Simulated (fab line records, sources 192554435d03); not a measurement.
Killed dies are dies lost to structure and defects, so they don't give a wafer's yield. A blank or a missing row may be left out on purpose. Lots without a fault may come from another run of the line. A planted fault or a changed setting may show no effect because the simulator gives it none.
Chamber matching | flow n5_finfet | N5_BEOL_M9_CURE_72 on uv_cure-01: 3 sister chambers
The step cures SiCOH lowk, time 120 s. 3 wafers are shown with their chamber, then 12 later ones without.

WAFERS WITH THEIR CHAMBER
wafer  | chamber | wafer_temp_C_max
L092.4 | 2       | 371.4
L087.6 | 1       | 372.7
L089.5 | 0       | 371.0

WAFERS WITHOUT THEIR CHAMBER
wafer  | wafer_temp_C_max
L091.1 | 373.1
L091.3 | 372.0
L091.4 | 372.4
L093.3 | 372.0
L093.5 | 372.2
L093.6 | 371.8
L097.1 | 371.3
L097.2 | 370.6
L097.6 | 371.1
L094.1 | 372.2
L094.2 | 372.1
L094.6 | 372.8

WHICH CHAMBER EACH WENT THROUGH
wafer  | from the rows above          | in truth
L091.1 | 1                            | 1
L091.3 | can't be placed: 2 or 1 or 0 | 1
L091.4 | can't be placed: 1 or 2      | 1
L093.3 | can't be placed: 2 or 1 or 0 | 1
L093.5 | can't be placed: 1 or 2 or 0 | 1
L093.6 | can't be placed: 2 or 0 or 1 | 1
L097.1 | can't be placed: 2 or 0      | 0
L097.2 | can't be placed: 0 or 2      | 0
L097.6 | can't be placed: 0 or 2      | 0
L094.1 | can't be placed: 1 or 2 or 0 | 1
L094.2 | can't be placed: 1 or 2 or 0 | 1
L094.6 | 1                            | 1
Placed correctly: 2 of 12. Can't be placed from these rows: 10 (the true chamber is among the candidates in 10). Placed wrongly: 0.
How it was worked out, from the rows above alone: a wafer's distance from a chamber is the root of the sum, over the readings, of the square of ((its reading less the chamber's mean) divided by the reading's scatter). The wafer belongs to the nearest chamber; if the next one is less than 2 further off, it can't be placed. A chamber's mean is the mean of its shown wafers. The scatter: with one shown wafer a chamber, the root of the mean of the squares of how far each hidden wafer lies from its nearest shown one.
